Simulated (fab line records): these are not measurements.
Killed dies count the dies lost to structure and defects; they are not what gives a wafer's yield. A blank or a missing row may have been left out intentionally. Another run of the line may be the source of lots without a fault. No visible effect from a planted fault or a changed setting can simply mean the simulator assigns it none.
Chamber matching | flow n5_finfet | 3 sister chambers for N5_BEOL_M4_PRE_CLEAN_60 on cvd_co-01
The step time 15 s. 14 wafers are shown with their chamber, then 6 later ones without.

## EACH WAFER AND ITS CHAMBER
wafer  | chamber | heater_power_w (W)
L850.3 | 2       | 79
L850.5 | 1       | 56
L850.6 | 0       | 65
L853.1 | 0       | 65
L853.3 | 1       | 54
L853.6 | 2       | 78
L854.3 | 0       | 66
L854.5 | 1       | 56
L854.6 | 0       | 66
L855.1 | 2       | 78
L855.4 | 2       | 79
L855.5 | 2       | 79
L858.4 | 2       | 80
L858.5 | 0       | 65

SIGNATURES, as means of the wafers listed above
reading        | chamber 0 | chamber 1 | chamber 2 | scatter within a chamber
heater_power_w | 65.40     | 55.33     | 78.83     | 0.78
Rule: for a wafer and a chamber, the distance is found by dividing, reading by reading, the gap between the wafer's reading and the chamber's mean by the reading's scatter, squaring, summing and taking the root. The wafer belongs to the nearest chamber; if the next one is less than 2 further off, it can't be placed. The scatter: take each reading less its chamber's mean, square it, sum over the shown wafers, divide by the number of wafers less the number of chambers, and take the root.

## WAFERS WITHOUT THEIR CHAMBER
wafer  | heater_power_w (W)
L858.6 | 55
L863.1 | 80
L863.2 | 55
L863.4 | 66
L870.2 | 56
L870.4 | 54

## CHAMBER TAKEN BY EACH
wafer  | from the rows above | in truth
L858.6 | 1                   | 1
L863.1 | 2                   | 2
L863.2 | 1                   | 1
L863.4 | 0                   | 0
L870.2 | 1                   | 1
L870.4 | 1                   | 1
Correct placement for 6 of the 6. Not placeable from these rows: 0. Wrongly placed: 0.
